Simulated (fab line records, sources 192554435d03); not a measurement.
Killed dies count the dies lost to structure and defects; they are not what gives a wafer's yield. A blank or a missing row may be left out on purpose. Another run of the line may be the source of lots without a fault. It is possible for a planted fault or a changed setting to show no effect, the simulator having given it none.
Chamber matching + flow n5-finfet + N5_BEOL_M7_ALD_77 on ald-metal-03: 4 sister chambers
The step deposits TaN, target thk 2 nm, pulse time 2 s, purge time 3 s. 8 wafers are shown with their chamber, then 9 later ones without.

== WAFERS WITH THEIR CHAMBER ==
| wafer  | chamber | heater-power-w (W) | precursor-vessel-carrier-sccm (sccm) |
|--------|---------|--------------------|--------------------------------------|
| L080.2 | 2       | 369                | 999.7                                |
| L080.3 | 3       | 398                | 999.3                                |
| L080.5 | 1       | 457                | 1000.9                               |
| L081.1 | 1       | 454                | 1007.2                               |
| L081.6 | 0       | 429                | 999.5                                |
| L083.1 | 3       | 411                | 996.6                                |
| L083.3 | 2       | 375                | 1004.7                               |
| L083.4 | 0       | 430                | 998.5                                |

== WAFERS WITHOUT THEIR CHAMBER ==
| wafer  | heater-power-w (W) | precursor-vessel-carrier-sccm (sccm) |
|--------|--------------------|--------------------------------------|
| L085.3 | 444                | 1002.1                               |
| L085.4 | 375                | 996.9                                |
| L085.6 | 406                | 1000.3                               |
| L090.1 | 440                | 996.8                                |
| L090.2 | 360                | 1000.2                               |
| L090.6 | 449                | 1001.7                               |
| L093.1 | 450                | 998.9                                |
| L093.2 | 405                | 1004.6                               |
| L093.6 | 404                | 1002.3                               |

== EACH ONE'S CHAMBER ==
| wafer  | from the rows above     | in truth |
|--------|-------------------------|----------|
| L085.3 | can't be placed: 1 or 0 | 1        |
| L085.4 | 2                       | 2        |
| L085.6 | 3                       | 3        |
| L090.1 | can't be placed: 0 or 1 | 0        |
| L090.2 | 2                       | 2        |
| L090.6 | 1                       | 1        |
| L093.1 | can't be placed: 1 or 0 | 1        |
| L093.2 | 3                       | 3        |
| L093.6 | 3                       | 3        |
6 of 9 placed correctly. These rows do not allow placing 3 (true chamber among the candidates in 3). Wrongly placed: 0.
How it was worked out, from the rows above alone: a wafer's distance from a chamber is the root of the sum, over the readings, of the square of ((its reading less the chamber's mean) divided by the reading's scatter). The wafer belongs to the nearest chamber; if the next one is less than 2 further off, it can't be placed. Each chamber's mean is taken over the wafers shown for it. The scatter: the root of (the sum of the squares of (reading less its chamber's mean) over the shown wafers, divided by (wafers less chambers)).
